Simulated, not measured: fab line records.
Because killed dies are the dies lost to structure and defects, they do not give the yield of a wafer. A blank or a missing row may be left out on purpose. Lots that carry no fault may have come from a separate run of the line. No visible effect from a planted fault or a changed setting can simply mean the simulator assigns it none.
Chamber matching -- flow nandHarc -- 4 sister chambers for NHARC_A_BONDPAD_STRIP_15 on rieDiel-12
The step strips in O2. 14 wafers are shown with their chamber, then 7 later ones without.

## WAFERS, EACH WITH ITS CHAMBER
wafer,chamber,drypumpMotorCurrentA (A),oesProductAu (a.u.),throttleValvePct (%)
L582.1,0,6.7,1.006,17.038
L582.2,2,5.5,1.012,17.022
L582.6,1,6.7,1.011,17.023
L583.1,3,5.8,1.013,17.036
L583.3,0,6.6,1.001,17.038
L583.5,1,6.7,1.000,17.029
L584.2,2,5.5,1.020,17.032
L584.3,3,5.8,1.015,17.042
L584.4,1,6.8,1.007,17.032
L586.3,0,6.6,1.001,17.028
L586.5,0,6.6,0.998,17.033
L586.6,3,5.8,1.015,17.028
L587.4,0,6.7,0.989,17.044
L587.5,1,6.7,0.997,17.029

SIGNATURES, as means of the wafers listed above
reading,chamber 0,chamber 1,chamber 2,chamber 3,scatter within a chamber
drypumpMotorCurrentA,6.640,6.725,5.500,5.800,0.0442
oesProductAu,0.99900,1.00375,1.01600,1.01433,0.00562
throttleValvePct,17.03620,17.02825,17.02700,17.03533,0.0058
Rule: a wafer's distance from a chamber is the root of the sum, over the readings, of the square of ((its reading less the chamber's mean) divided by the reading's scatter). The wafer belongs to the nearest chamber; if the next one is less than 2 further off, it can't be placed. How the scatter is found: for the shown wafers, subtract from each reading the mean of its chamber, square and add these, divide the total by (wafers less chambers), then take the root.

## WAFERS WHOSE CHAMBER IS MISSING
wafer,drypumpMotorCurrentA (A),oesProductAu (a.u.),throttleValvePct (%)
L587.6,5.5,1.006,17.033
L591.1,6.7,0.996,17.034
L591.3,5.5,1.001,17.028
L591.6,6.7,0.987,17.032
L603.2,5.6,0.987,17.031
L603.3,6.7,0.981,17.038
L603.5,5.6,0.981,17.045

## EACH ONE'S CHAMBER
wafer,from the rows above,in truth
L587.6,2,2
L591.1,can't be placed: 0 or 1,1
L591.3,2,2
L591.6,can't be placed: 0 or 1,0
L603.2,can't be placed: 2 or 3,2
L603.3,can't be placed: 0 or 1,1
L603.5,can't be placed: 2 or 3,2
Correct placement for 2 of the 7. Can't be placed from these rows: 5 (the true chamber is among the candidates in 5). Wrongly placed: 0.
